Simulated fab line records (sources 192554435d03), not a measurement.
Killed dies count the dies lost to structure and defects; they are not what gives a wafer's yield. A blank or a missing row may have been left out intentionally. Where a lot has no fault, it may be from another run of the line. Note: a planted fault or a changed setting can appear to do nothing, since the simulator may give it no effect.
fab line records + flow n5-finfet
record
- lots=5
- wafers=15
- last-day=17
route steps=1938 shown WELL_APT@38
lots that met no fault: taken from a fault-free run of the same line
start-h: hours from the record's opening day to when the first of the lot's shown wafers began + wait-h: hours since the lot's step before + " same as the row above + L1.1+2: one row covering several wafers at once + - no value present, or no start provided + * or withheld: withheld + < > ~ a bound
route shown NAME@n: a module of which the file shows steps, and the number in the route of the first + usual: mean/standard deviation taken from wafers without a fault + same: alike in all rows + chamber/n: place in a boat + sites: per-site readings + _std_site: standard deviation of those values + _edge_site: inner sites' mean taken away from outer sites' mean + radius-mm: how far each site lies from the wafer's centre + mask NAME#n: copy n + behind: the tool/chamber that last shaped the wafer + hold: cause of the lot's hold/its duration in hours/its outcome + device: the transistor (n, p or np) that didn't switch + end of line: the same wafers' tests at the end of the route + for a step that has no rows: nothing shown but its recipe + killed: count of dies lost to structure and defects at first sort (not the wafer's yield) + map: per-die view of a wafer (x killed, . not killed, _ where there is no die)
set.NAME: the setting as run; set.NAME@STEP: as run at that earlier step + model.NAME: the simulator's own value behind a step, which no gauge read
lots at selected steps of the route; one table per step, one row per wafer
services: when a tool's chamber went out of use (start-h, in hours from the record's first day, below 0 if earlier), for how many hours, and the reason
## steps
# step N5_WELL_APT_SOFTBAKE_20
# recipe
- temp-c=130
- time-s=60
| lot.wafer  | tool           | chamber | start-h | wait-h |
|------------|----------------|---------|---------|--------|
| L074.2+3+6 | litho-track-02 | 0       | -       | -      |
| L081.3+4+6 | litho-track-02 | 0       | -       | -      |
| L083.3+4+6 | litho-track-05 | 0       | -       | -      |
| L091.2+3+6 | litho-track-02 | 0       | -       | -      |
| L095.1+2+4 | litho-track-03 | 0       | -       | -      |
# step N5_WELL_APT_EXPOSE_22
# recipe
- mask-id=PWELL
- na=0.8
- source-shape=conventional
- sigma-outer=0.8
- polarization=unpolarized
- defocus-nm=0
- target-cd-nm=200
- dose-mj=23.2
# same
- na=0.8
| lot.wafer  | tool           | chamber | start-h | wait-h | mask    |
|------------|----------------|---------|---------|--------|---------|
| L074.2+3+6 | krf-scanner-02 | 0       | 14.80   | -      | PWELL#0 |
| L081.3+4+6 | krf-scanner-01 | 0       | 57.45   | -      | PWELL#0 |
| L083.3+4+6 | krf-scanner-01 | 0       | 69.79   | -      | PWELL#0 |
| L091.2+3+6 | krf-scanner-01 | 0       | 116.98  | -      | PWELL#0 |
| L095.1+2+4 | krf-scanner-02 | 0       | 140.88  | -      | PWELL#0 |
# step N5_WELL_APT_PEB_23
# recipe
- peb-temp-c=130
- peb-time-s=90
| lot.wafer  | tool           | chamber | start-h | wait-h |
|------------|----------------|---------|---------|--------|
| L074.2+3+6 | litho-track-03 | 0       | 14.85   | 0.0    |
| L081.3+4+6 | litho-track-05 | 0       | 57.49   | 0.0    |
| L083.3+4+6 | litho-track-05 | 0       | 69.83   | 0.0    |
| L091.2+3+6 | litho-track-02 | 0       | 117.03  | 0.0    |
| L095.1+2+4 | litho-track-02 | 0       | 140.94  | 0.1    |
# step N5_WELL_APT_DEVELOP_24
# recipe
- develop-time-s=45
- rinse-liquid=surfactant-rinse
- dry=air-spin
- dev-temp-c=21
| lot.wafer  | tool           | chamber | start-h | wait-h |
|------------|----------------|---------|---------|--------|
| L074.2+3+6 | litho-track-03 | 0       | -       | -      |
| L081.3+4+6 | litho-track-05 | 0       | -       | -      |
| L083.3+4+6 | litho-track-05 | 0       | -       | -      |
| L091.2+3+6 | litho-track-02 | 0       | -       | -      |
| L095.1+2+4 | litho-track-02 | 0       | -       | -      |
# step N5_WELL_APT_HARDBAKE_29
# recipe
- temp-c=130
- time-s=120
| lot.wafer  | tool           | chamber | start-h | wait-h |
|------------|----------------|---------|---------|--------|
| L074.2+3+6 | litho-track-03 | 0       | -       | -      |
| L081.3+4+6 | litho-track-05 | 0       | -       | -      |
| L083.3+4+6 | litho-track-05 | 0       | -       | -      |
| L091.2+3+6 | litho-track-02 | 0       | -       | -      |
| L095.1+2+4 | litho-track-02 | 0       | -       | -      |
# step N5_WELL_APT_CD_MEAS_25
# recipe
- target-cd-nm=200
- landing-energy-ev=500
- detector=se-inlens
# usual
- cd-nm=200.6/1.6
| lot.wafer | tool      | chamber | start-h | wait-h | cd-nm |
|-----------|-----------|---------|---------|--------|-------|
| L074.2    | cd-sem-02 | 0       | 14.97   | -      | 201.9 |
| L074.3    | "         | 0       | "       | "      | 201.6 |
| L074.6    | "         | 0       | "       | "      | 200.1 |
| L081.3    | cd-sem-01 | 0       | 57.61   | -      | 201.4 |
| L081.4    | "         | 0       | "       | "      | 200.1 |
| L081.6    | "         | 0       | "       | "      | 203.2 |
| L083.3    | cd-sem-01 | 0       | 69.95   | -      | 201.7 |
| L083.4    | "         | 0       | "       | "      | 200.2 |
| L083.6    | "         | 0       | "       | "      | 200.1 |
| L091.2    | cd-sem-01 | 0       | 117.15  | -      | 202.6 |
| L091.3    | "         | 0       | "       | "      | 202.2 |
| L091.6    | "         | 0       | "       | "      | 200.8 |
| L095.1    | cd-sem-02 | 0       | 141.05  | -      | 203.5 |
| L095.2    | "         | 0       | "       | "      | 201.2 |
| L095.4    | "         | 0       | "       | "      | 202.5 |
# step N5_WELL_APT_OVL_MEAS_26
# recipe
- points-per-wafer=44
# usual
- PWELL_OVL=2/5.4
| lot.wafer | tool       | chamber | start-h | wait-h | PWELL_OVL[nm] |
|-----------|------------|---------|---------|--------|---------------|
| L074.2    | overlay-01 | 0       | 15.00   | 0.0    | 12            |
| L074.3    | "          | 0       | "       | "      | 8             |
| L074.6    | "          | 0       | "       | "      | 9             |
| L081.3    | overlay-01 | 0       | 57.64   | 0.0    | -4            |
| L081.4    | "          | 0       | "       | "      | 2             |
| L081.6    | "          | 0       | "       | "      | 4             |
| L083.3    | overlay-02 | 0       | 69.98   | 0.0    | -2            |
| L083.4    | "          | 0       | "       | "      | -6            |
| L083.6    | "          | 0       | "       | "      | 1             |
| L091.2    | overlay-01 | 0       | 117.17  | 0.0    | -2            |
| L091.3    | "          | 0       | "       | "      | -1            |
| L091.6    | "          | 0       | "       | "      | -6            |
| L095.1    | overlay-01 | 0       | 141.08  | 0.0    | 10            |
| L095.2    | "          | 0       | "       | "      | 2             |
| L095.4    | "          | 0       | "       | "      | 7             |
# step N5_WELL_APT_INSPECT_27
# recipe
- mode=adi
- inspect-instrument=macro
# usual
- raw-defect-count=2.1/1.4
| lot.wafer | tool              | chamber | start-h | wait-h | raw-defect-count |
|-----------|-------------------|---------|---------|--------|------------------|
| L074.2    | defect-inspect-02 | -       | 15.02   | 0.0    | 1                |
| L074.3    | "                 | -       | "       | "      | 2                |
| L074.6    | "                 | -       | "       | "      | 2                |
| L081.3    | defect-inspect-01 | -       | 57.66   | 0.0    | 1                |
| L081.4    | "                 | -       | "       | "      | 2                |
| L081.6    | "                 | -       | "       | "      | 4                |
| L083.3    | defect-inspect-02 | -       | 70.00   | 0.0    | 0                |
| L083.4    | "                 | -       | "       | "      | 1                |
| L083.6    | "                 | -       | "       | "      | 3                |
| L091.2    | defect-inspect-02 | -       | 117.20  | 0.0    | 0                |
| L091.3    | "                 | -       | "       | "      | 0                |
| L091.6    | "                 | -       | "       | "      | 1                |
| L095.1    | defect-inspect-02 | -       | 141.11  | 0.0    | 0                |
| L095.2    | "                 | -       | "       | "      | 3                |
| L095.4    | "                 | -       | "       | "      | 4                |
# step N5_WELL_APT_DESCUM_30
# recipe
- chemistry=O2
- time-s=7.9
- source-power-w=50
- bias-power-w=20
- pressure-mtorr=20
- rf-frequency-hz=2.712e+07
- temp-c=40
- o2-flow-sccm=225
# usual
- drypump-motor-current-A=5.8/0.38
- oes-product-au=0.80/0.085
- rf-vpp-V=243.4/1.5
- showerhead-plenum-p-Torr=2.11/0.071
- throttle-valve-pct=20.47/0.27
| lot.wafer | tool        | chamber | start-h | wait-h | drypump-motor-current-A | oes-product-au | rf-hours-counter-h | rf-vpp-V | showerhead-plenum-p-Torr | throttle-valve-pct |
|-----------|-------------|---------|---------|--------|-------------------------|----------------|--------------------|----------|--------------------------|--------------------|
| L074.2    | rie-diel-06 | 1       | 15.13   | 0.1    | 5.8                     | 0.91           | 24                 | 242.0    | 2.04                     | 20.59              |
| L074.3    | "           | 3       | "       | "      | 5.4                     | 0.93           | 24                 | 243.2    | 2.14                     | 20.17              |
| L074.6    | "           | 1       | "       | "      | 5.8                     | 0.91           | -                  | 242.1    | 2.04                     | 20.58              |
| L081.3    | rie-diel-03 | 0       | 57.73   | 0.1    | 6.0                     | 0.75           | 176                | 245.8    | 2.18                     | 20.70              |
| L081.4    | "           | 2       | "       | "      | 5.7                     | 0.86           | -                  | 243.1    | 2.22                     | 20.53              |
| L081.6    | "           | 1       | "       | "      | 5.8                     | 0.69           | -                  | 241.8    | 1.98                     | 20.38              |
| L083.3    | rie-diel-03 | 3       | 70.03   | 0.0    | 5.1                     | 0.73           | 181                | 239.7    | 1.99                     | 20.52              |
| L083.4    | "           | 1       | "       | "      | 5.8                     | 0.68           | 250                | 241.5    | 1.97                     | 20.37              |
| L083.6    | "           | 0       | "       | "      | 6.0                     | 0.74           | -                  | 244.0    | 2.18                     | 20.73              |
| L091.2    | rie-diel-01 | 3       | 117.23  | 0.0    | 6.1                     | 0.68           | 242                | 241.3    | 2.05                     | 20.29              |
| L091.3    | "           | 2       | "       | "      | 5.9                     | 0.75           | 163                | 245.7    | 2.18                     | 20.62              |
| L091.6    | "           | 0       | "       | "      | 5.5                     | 0.95           | -                  | 243.7    | 2.05                     | 20.61              |
| L095.1    | rie-diel-06 | 2       | 141.15  | 0.0    | 6.9                     | 0.76           | 163                | 244.5    | 2.09                     | 20.81              |
| L095.2    | "           | 3       | "       | "      | 5.4                     | 0.85           | 72                 | 242.6    | 2.12                     | 20.26              |
| L095.4    | "           | 1       | "       | "      | 5.8                     | 0.83           | 70                 | 241.4    | 2.03                     | 20.66              |
# step N5_WELL_APT_IMPLANT_31
# recipe
- species=B
- energy-kev=60
- dose-cm2=1.5e+13
- tilt-deg=0
- rotation-deg=0
# usual
- beam-energy-keV=60.000/0.018
- end-station-pressure-torr=5.11e-06/2.7e-07
| lot.wafer | tool         | chamber | start-h | wait-h | beam-energy-keV | end-station-pressure-torr |
|-----------|--------------|---------|---------|--------|-----------------|---------------------------|
| L074.2    | implanter-02 | 0       | 15.26   | 0.1    | 59.988          | 5.17e-06                  |
| L074.3    | "            | 0       | "       | "      | 59.992          | 5.06e-06                  |
| L074.6    | "            | 0       | "       | "      | 59.982          | 5.23e-06                  |
| L081.3    | implanter-02 | 0       | 57.88   | 0.1    | 60.007          | 5.39e-06                  |
| L081.4    | "            | 0       | "       | "      | 59.993          | 5.01e-06                  |
| L081.6    | "            | 0       | "       | "      | 59.965          | 5.42e-06                  |
| L083.3    | implanter-01 | 0       | 70.19   | 0.1    | 60.028          | 4.8e-06                   |
| L083.4    | "            | 0       | "       | "      | 60.012          | 4.87e-06                  |
| L083.6    | "            | 0       | "       | "      | 60.026          | 4.58e-06                  |
| L091.2    | implanter-01 | 0       | 117.36  | 0.1    | 59.986          | 4.85e-06                  |
| L091.3    | "            | 0       | "       | "      | 59.994          | 5.18e-06                  |
| L091.6    | "            | 0       | "       | "      | 60.016          | 4.86e-06                  |
| L095.1    | implanter-01 | 0       | 141.25  | 0.1    | 59.996          | 5.52e-06                  |
| L095.2    | "            | 0       | "       | "      | 59.991          | 5.4e-06                   |
| L095.4    | "            | 0       | "       | "      | 59.999          | 5.41e-06                  |
# step N5_WELL_APT_IMPLANT_32
# recipe
- species=BF2
- energy-kev=50
- dose-cm2=2e+13
- tilt-deg=0
- rotation-deg=0
# usual
- beam-energy-keV=50.001/0.015
- end-station-pressure-torr=5.19e-06/2.9e-07
| lot.wafer | tool         | chamber | start-h | wait-h | beam-energy-keV | end-station-pressure-torr |
|-----------|--------------|---------|---------|--------|-----------------|---------------------------|
| L074.2    | implanter-02 | 0       | 15.44   | 0.1    | 49.991          | 4.69e-06                  |
| L074.3    | "            | 0       | "       | "      | 49.991          | 5.35e-06                  |
| L074.6    | "            | 0       | "       | "      | 49.982          | 4.9e-06                   |
| L081.3    | implanter-02 | 0       | 58.06   | 0.1    | 50.031          | 5.34e-06                  |
| L081.4    | "            | 0       | "       | "      | 49.993          | 5.9e-06                   |
| L081.6    | "            | 0       | "       | "      | 50.010          | 5.58e-06                  |
| L083.3    | implanter-01 | 0       | 70.37   | 0.1    | 49.991          | 5.37e-06                  |
| L083.4    | "            | 0       | "       | "      | 49.991          | 5.47e-06                  |
| L083.6    | "            | 0       | "       | "      | 49.993          | 4.92e-06                  |
| L091.2    | implanter-01 | 0       | 117.54  | 0.1    | 49.985          | 5.21e-06                  |
| L091.3    | "            | 0       | "       | "      | 50.003          | 5.02e-06                  |
| L091.6    | "            | 0       | "       | "      | 49.993          | 4.86e-06                  |
| L095.1    | implanter-01 | 0       | 141.43  | 0.1    | 50.017          | 4.97e-06                  |
| L095.2    | "            | 0       | "       | "      | 50.001          | 5.27e-06                  |
| L095.4    | "            | 0       | "       | "      | 49.979          | 5.57e-06                  |
# step N5_WELL_APT_STRIP_33
# recipe
- chemistry=SPM
- time-s=900
- temp-c=130
- h2so4-h2o2-vol-ratio=4
- dry=ipa-marangoni
| lot.wafer  | tool         | chamber | start-h | wait-h |
|------------|--------------|---------|---------|--------|
| L074.2+3+6 | wet-bench-06 | 0,7,5   | 15.62   | 0.1    |
| L081.3+4+6 | wet-bench-01 | 1,6,4   | 58.21   | 0.1    |
| L083.3+4+6 | wet-bench-06 | 3,5,4   | 70.52   | 0.1    |
| L091.2+3+6 | wet-bench-03 | 6,2,1   | 117.72  | 0.1    |
| L095.1+2+4 | wet-bench-03 | 4,3,0   | 141.64  | 0.2    |
# step N5_WELL_APT_RTA_34
# recipe
- temp-c=1000
- time-s=10
- ambient=N2
- idle-temp-c=600
- ramp-up-c-per-s=150
- ramp-down-c-per-s=60
- cool-to-c=600
# usual
- lamp-power-pct=13.01/0.052
- lamp_zone_4_pct=12.994/0.027
- lamp_zone_7_pct=13.424/0.029
- wafer_temp_C_max=1003.6/1.1
| lot.wafer | tool          | chamber | start-h | wait-h | lamp-power-pct | lamp_zone_4_pct | lamp_zone_7_pct | wafer_temp_C_max |
|-----------|---------------|---------|---------|--------|----------------|-----------------|-----------------|------------------|
| L074.2    | rtp-anneal-02 | 0       | 15.97   | 0.1    | 13.00          | 12.950          | 13.402          | 1004.8           |
| L074.3    | "             | 0       | "       | "      | 13.03          | 13.011          | 13.457          | 1002.0           |
| L074.6    | "             | 0       | "       | "      | 12.99          | 12.960          | 13.465          | 1002.8           |
| L081.3    | rtp-anneal-02 | 0       | 58.57   | 0.1    | 13.02          | 13.035          | 13.439          | 1004.4           |
| L081.4    | "             | 0       | "       | "      | 12.99          | 13.000          | 13.408          | 1004.1           |
| L081.6    | "             | 0       | "       | "      | 13.02          | 12.976          | 13.440          | 1003.7           |
| L083.3    | rtp-anneal-02 | 0       | 70.96   | 0.2    | 12.98          | 12.999          | 13.440          | 1003.5           |
| L083.4    | "             | 0       | "       | "      | 13.04          | 13.015          | 13.434          | 1001.0           |
| L083.6    | "             | 0       | "       | "      | 13.04          | 12.984          | 13.429          | 1004.8           |
| L091.2    | rtp-anneal-02 | 0       | 118.78  | 0.8    | 12.99          | 12.963          | 13.448          | 1004.2           |
| L091.3    | "             | 0       | "       | "      | 12.94          | 12.977          | 13.424          | 1002.3           |
| L091.6    | "             | 0       | "       | "      | 13.02          | 13.051          | 13.433          | 1005.3           |
| L095.1    | rtp-anneal-01 | 0       | 141.91  | 0.0    | 13.01          | 12.972          | 13.379          | 1002.3           |
| L095.2    | "             | 0       | "       | "      | 13.02          | 12.999          | 13.403          | 1005.0           |
| L095.4    | "             | 0       | "       | "      | 13.00          | 13.012          | 13.430          | 1006.1           |
# step N5_WELL_APT_OXIDE_STRIP_42
# recipe
- chemistry=dHF
- dilution=25:1
- time-s=45
- temp-c=25
- target=SiO2
- target-depth-a=120
| lot.wafer  | tool         | chamber | start-h | wait-h |
|------------|--------------|---------|---------|--------|
| L074.2+3+6 | wet-bench-03 | 5,3,1   | 16.11   | 0.1    |
| L081.3+4+6 | wet-bench-06 | 5,6,2   | 58.68   | 0.1    |
| L083.3+4+6 | wet-bench-06 | 7,3,6   | 71.07   | 0.1    |
| L091.2+3+6 | wet-bench-01 | 0,1,2   | 119.00  | 0.2    |
| L095.1+2+4 | wet-bench-01 | 0,5,6   | 142.06  | 0.1    |
# step N5_WELL_APT_PRECLEAN_36
# recipe
- chemistry=O3/DIW
- time-s=45
- temp-c=22
- o3-ppm=10
| lot.wafer  | tool         | chamber | start-h | wait-h |
|------------|--------------|---------|---------|--------|
| L074.2+3+6 | wet-bench-03 | 5,3,1   | 16.12   | 0.0    |
| L081.3+4+6 | wet-bench-06 | 5,6,2   | 58.69   | 0.0    |
| L083.3+4+6 | wet-bench-06 | 7,3,6   | 71.08   | 0.0    |
| L091.2+3+6 | wet-bench-01 | 0,1,2   | 119.02  | 0.0    |
| L095.1+2+4 | wet-bench-01 | 0,5,6   | 142.07  | 0.0    |
## services
| tool           | chamber | start-h | hours | kind        |
|----------------|---------|---------|-------|-------------|
| rie-diel-01    | 2       | -6.40   | 51.5  | repair      |
| wet-bench-01   | -       | -0.32   | 2.2   | repair      |
| rie-diel-06    | 3       | -0.02   | 2.0   | repair      |
| krf-scanner-01 | -       | 3.17    | 3.0   | pm          |
| krf-scanner-01 | -       | 6.71    | 1.4   | repair      |
| krf-scanner-02 | -       | 12.85   | 0.8   | pm          |
| rie-diel-01    | 0       | 22.00   | 9.5   | repair      |
| krf-scanner-01 | -       | 28.99   | 4.0   | pm          |
| rie-diel-06    | 2       | 33.40   | 8.3   | repair      |
| rie-diel-01    | -       | 36.17   | 0.3   | repair      |
| rie-diel-01    | -       | 42.23   | 28.1  | pm          |
| krf-scanner-01 | -       | 46.20   | 0.8   | pm          |
| krf-scanner-01 | 0       | 47.49   | -     | calibration |
| wet-bench-06   | -       | 52.93   | 2.4   | repair      |
| rie-diel-03    | 3       | 57.16   | 4.1   | repair      |
| rie-diel-03    | -       | 65.58   | 0.2   | repair      |
| krf-scanner-01 | -       | 66.42   | 1.0   | pm          |
| krf-scanner-02 | -       | 71.80   | 1.0   | pm          |
| implanter-01   | -       | 94.09   | 4.1   | pm          |
| krf-scanner-01 | -       | 98.56   | 3.6   | pm          |
| rie-diel-01    | 3       | 105.15  | 7.8   | repair      |
| krf-scanner-02 | -       | 121.58  | 1.3   | pm          |
| implanter-01   | -       | 129.96  | 1.8   | repair      |
| wet-bench-01   | -       | 135.36  | 0.6   | repair      |
## key
fault none
